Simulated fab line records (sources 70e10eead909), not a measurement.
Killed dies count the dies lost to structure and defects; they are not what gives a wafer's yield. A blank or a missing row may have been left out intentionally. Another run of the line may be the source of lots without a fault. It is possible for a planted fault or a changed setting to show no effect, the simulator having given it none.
2 desks looking at one fault    flow nand-harc    numbers are kept per desk, each desk with only its own; the story behind them comes last

## THE DEFECT DESK
Counts from the inspections along the route, per lot, as means over the sampled wafers that have a number. Marked OUT: a lot whose mean sits more than 4 standard deviations from the usual mean, which makes it out of limits; the brackets give that distance.
Columns: A = raw-defect-count at NHARC_A_STAIRCASE_INSPECT_155, usual 424
lot   first seen here  A
L698  day 19 14:18     442
L701  day 20 21:31     435
L700  day 20 21:35     513
L703  day 21 21:19     323
L705  day 22 15:19     506
L707  day 23 17:52     494
L709  day 24 04:32     298
L713  day 26 08:27     375
L714  day 26 09:23     578
L718  day 27 20:31     428
L717  day 27 21:04     401
L720  day 28 08:17     343
This desk's finding: nothing out of limits on any of the 12 lots.

## FROM THE METROLOGY DESK
Means of the sampled wafers that have a number, per lot and without regard to the tool the lot ran on: this is what the gauges read. Marked OUT: a lot whose mean sits more than 4 standard deviations from the usual mean, which makes it out of limits; the brackets give that distance.
Columns: A = thk-nm at NHARC_A_SGD_CUT_THK_MEAS_22, usual 148.3 nm
lot   first seen here  A
L698  day 19 22:12     147.9
L700  day 21 05:34     147.7
L701  day 21 05:34     147.6
L703  day 22 04:33     148.0
L705  day 22 22:44     133.7 (-11) OUT
L707  day 24 05:13     127.8 (-16) OUT
L709  day 24 11:53     124.5 (-18) OUT
L713  day 26 15:35     147.9
L714  day 26 15:35     149.2
L718  day 28 04:01     149.8
L717  day 28 04:10     148.3
L720  day 28 15:09     147.4
This desk's finding: out of limits on L705, L707, L709; first on L705, day 22 22:44 (thk-nm at NHARC_A_SGD_CUT_THK_MEAS_22). L698, L700, L701, L703, L713, L714, L718, L717, L720: within limits.

## TAKEN TOGETHER
An alarm was possible from the metrology desk at day 22 22:44, on L705, L707, L709.
No out-of-limits result turned up at the defect desk.
The defect desk has L705, L707, L709 on record, within its limits.
The lots listed all ran NHARC_A_SGD_CUT_DEP_20 on fcvd-02.

## WHAT THE SIMULATOR HAD PUT IN
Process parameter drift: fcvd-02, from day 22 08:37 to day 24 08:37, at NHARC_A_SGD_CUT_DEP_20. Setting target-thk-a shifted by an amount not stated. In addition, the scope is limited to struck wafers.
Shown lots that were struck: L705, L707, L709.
Per desk, hours elapsed from the start of the fault to the first reading out of limits: for the metrology desk, 14.
